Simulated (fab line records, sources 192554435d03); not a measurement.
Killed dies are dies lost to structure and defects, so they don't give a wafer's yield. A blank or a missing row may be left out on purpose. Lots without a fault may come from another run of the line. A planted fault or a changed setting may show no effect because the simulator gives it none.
Chamber matching | flow n5_finfet | N5_SDB_STRIP_21 on rie_diel-05: 4 sister chambers
The step strips in CF4. 8 wafers are shown with their chamber, then 10 later ones without.

WAFERS WITH THEIR CHAMBER
wafer  | chamber | showerhead_plenum_p_Torr (Torr) | throttle_valve_pct (%)
L081.3 | 2       | 1.83                            | 13.12
L088.3 | 2       | 1.82                            | 13.16
L088.5 | 1       | 1.69                            | 14.01
L091.2 | 3       | 1.81                            | 13.23
L091.3 | 0       | 1.69                            | 13.86
L091.4 | 1       | 1.69                            | 14.03
L092.2 | 0       | 1.69                            | 13.86
L092.5 | 3       | 1.81                            | 13.25

WAFERS WITHOUT THEIR CHAMBER
wafer  | showerhead_plenum_p_Torr (Torr) | throttle_valve_pct (%)
L092.6 | 1.82                            | 13.17
L093.2 | 1.69                            | 13.86
L093.4 | 1.82                            | 13.18
L093.5 | 1.81                            | 13.24
L094.1 | 1.69                            | 13.86
L094.4 | 1.82                            | 13.18
L094.6 | 1.81                            | 13.26
L095.1 | 1.69                            | 13.86
L095.3 | 1.90                            | 13.46
L095.4 | 1.81                            | 13.25

WHICH CHAMBER EACH WENT THROUGH
wafer  | from the rows above     | in truth
L092.6 | 2                       | 2
L093.2 | 0                       | 0
L093.4 | can't be placed: 2 or 3 | 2
L093.5 | 3                       | 3
L094.1 | 0                       | 0
L094.4 | can't be placed: 2 or 3 | 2
L094.6 | 3                       | 3
L095.1 | 0                       | 0
L095.3 | can't be placed: 2 or 3 | 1
L095.4 | 3                       | 3
Placed correctly: 7 of 10. Can't be placed from these rows: 3 (the true chamber is among the candidates in 2). Placed wrongly: 0.
How it was worked out, from the rows above alone: a wafer's distance from a chamber is the root of the sum, over the readings, of the square of ((its reading less the chamber's mean) divided by the reading's scatter). The wafer belongs to the nearest chamber; if the next one is less than 2 further off, it can't be placed. A chamber's mean is the mean of its shown wafers. The scatter: the root of (the sum of the squares of (reading less its chamber's mean) over the shown wafers, divided by (wafers less chambers)).
